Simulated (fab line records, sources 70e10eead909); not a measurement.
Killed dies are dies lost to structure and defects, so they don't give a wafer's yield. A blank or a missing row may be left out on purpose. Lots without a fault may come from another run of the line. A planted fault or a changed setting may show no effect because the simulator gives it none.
Chamber matching | flow nand_harc | NHARC_A_BLC_DESCUM_15 on rie_diel-04: 4 sister chambers
The step chemistry O2, time 3 s. 4 wafers are shown with their chamber, then 8 later ones without.

WAFERS WITH THEIR CHAMBER
wafer  | chamber | drypump_motor_current_A (A)
L450.4 | 3       | 5.4
L457.1 | 2       | 4.8
L457.6 | 0       | 6.0
L459.2 | 1       | 5.2

WAFERS WITHOUT THEIR CHAMBER
wafer  | drypump_motor_current_A (A)
L459.5 | 5.3
L459.6 | 4.8
L463.1 | 5.3
L463.2 | 4.8
L463.6 | 5.3
L466.1 | 5.2
L466.4 | 6.0
L466.5 | 4.9

WHICH CHAMBER EACH WENT THROUGH
wafer  | from the rows above     | in truth
L459.5 | can't be placed: 1 or 3 | 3
L459.6 | 2                       | 2
L463.1 | can't be placed: 1 or 3 | 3
L463.2 | 2                       | 2
L463.6 | can't be placed: 1 or 3 | 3
L466.1 | 1                       | 1
L466.4 | 0                       | 0
L466.5 | 2                       | 2
Placed correctly: 5 of 8. Can't be placed from these rows: 3 (the true chamber is among the candidates in 3). Placed wrongly: 0.
How it was worked out, from the rows above alone: a wafer's distance from a chamber is the root of the sum, over the readings, of the square of ((its reading less the chamber's mean) divided by the reading's scatter). The wafer belongs to the nearest chamber; if the next one is less than 2 further off, it can't be placed. A chamber's mean is the mean of its shown wafers. The scatter: with one shown wafer a chamber, the root of the mean of the squares of how far each hidden wafer lies from its nearest shown one.
